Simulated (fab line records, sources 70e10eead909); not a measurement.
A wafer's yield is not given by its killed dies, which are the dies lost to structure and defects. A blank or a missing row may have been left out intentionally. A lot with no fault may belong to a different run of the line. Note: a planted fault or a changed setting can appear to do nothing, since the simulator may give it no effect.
Comparing a struck lot with a sound one | flow nand harc | 15 out of 1159 route steps
Sound: the wafers L538.1, L538.4, L538.5. Struck: wafer L534.4 (L534.1, L534.2, from the same lot, were not struck and are left out); the cause is given at the end.
Each step with rows lists, per side, the tool, then ch with its chambers, then its first start. Under that, the readings that differ: sound wafers | struck wafers | difference of the means | sigmas: that difference in standard deviations of wafers without a fault.
alike: readings whose means differ by less than 2 such deviations, and words and numbers that are the same on both sides. not compared: withheld readings, readings that some wafer has no value for, bounds like >300 that may hide the same value, and numbers for which the record gives no deviation and whose values overlap.
Wherever a step has rows on one side only, a row that says differs or no value, or a row with sigmas, the two part there. Numbers that have no deviation but don't overlap get no sigmas and don't part them. A reading that every wafer of one side lacks parts them only if that side has two wafers or more.

first, 8 steps without rows for these wafers: NHARC_A_BLC_COAT_02 (time 75 s); NHARC_A_BLC_COAT_03 (time 65 s); NHARC_A_BLC_COAT_04 (resist thk 90 nm); NHARC_A_BLC_SOFTBAKE_05 (time 55 s); NHARC_A_BLC_EBR_06; NHARC_A_BLC_EXPOSE_07 (exposes mask A BLC, target cd 100 nm); NHARC_A_BLC_PEB_08 (peb time 65 s); NHARC_A_BLC_DEVELOP_09 (develop time 35 s).
NHARC_A_BLC_CD_MEAS_10 targets a cd of 100 nm.
  sound on cd sem-01 ch 0, day 20 15:25; struck on cd sem-02 ch 0, day 19 18:59
  alike: cd nm
NHARC_A_BLC_OVL_MEAS_11:
  sound on overlay-01 at day 20 15:31; struck on overlay-01 at day 19 19:04
  alike: overlay x nm, overlay y nm
NHARC_A_BLC_INSPECT_12:
  sound on defect inspect-01 at day 20 15:33; struck on defect inspect-02 at day 19 19:07
  alike: raw defect count
NHARC_A_BLC_DESCUM_15: chemistry O2, time 3 s.
  sound on rie diel-06 ch 0,2,3, day 20 15:37; struck on rie diel-05 ch 1, day 19 19:11
  reading      | sound          | struck | difference | sigmas
  rf vpp V (V) | 55.8 57.9 58.5 | 59.4   | +2.0       | +2
  alike: drypump motor current A, oes product au, showerhead plenum p Torr, throttle valve pct
  not compared: rf hours counter h
NHARC_A_BLC_ETCH_16: etches the open film in CF4, target depth 39 nm, time 65 s.
  sound on rie diel-06 ch 0,1,3, day 20 15:43; struck on rie diel-05 ch 0, day 19 19:16
  reading                         | sound             | struck | difference | sigmas
  oes product au (a.u.)           | 1.011 0.994 1.005 | 0.842  | -0.161     | -18
  showerhead plenum p Torr (Torr) | 1.78 1.83 1.83    | 1.65   | -0.16      | -2
  alike: drypump motor current A, rf vpp V, throttle valve pct
  not compared: rf hours counter h
NHARC_A_BLC_ETCH_17: etches the open film in N2/H2, target depth 390 nm, time 609.38 s.
  sound: rie diel-06 ch 1,3; struck: rie diel-05 ch 1
  alike: drypump motor current A, oes product au, rf vpp V, showerhead plenum p Torr, throttle valve pct
  not compared: rf hours counter h
-- break in the record here, with 2 days between the starts of the struck wafers on either side (left off in module A_BLC, picked up again in module END, where the first step shown is number 1159 on the route) --
NHARC_END_SORT_01:
  sound on prober-01 ch 0, day 22 15:13; struck on prober-02 ch 0, day 22 02:58
  reading         | sound    | struck                   | difference                   | sigmas
  hold            | - - -    | await dispo/1.9h/release | no value on the sound wafers |
  killed at array | 39 44 36 | 101                      | +61                          | +6
  killed dies     | 40 51 38 | 106                      | +63                          | +5
  killed short    | 1 1 2    | 5                        | +4                           | +3
  alike: killed at other, killed at periphery, killed open

WHERE THEY PART
At NHARC_A_BLC_DESCUM_15 first; at NHARC_END_SORT_01 last (within this record only).

WHY: the cause the simulator had injected
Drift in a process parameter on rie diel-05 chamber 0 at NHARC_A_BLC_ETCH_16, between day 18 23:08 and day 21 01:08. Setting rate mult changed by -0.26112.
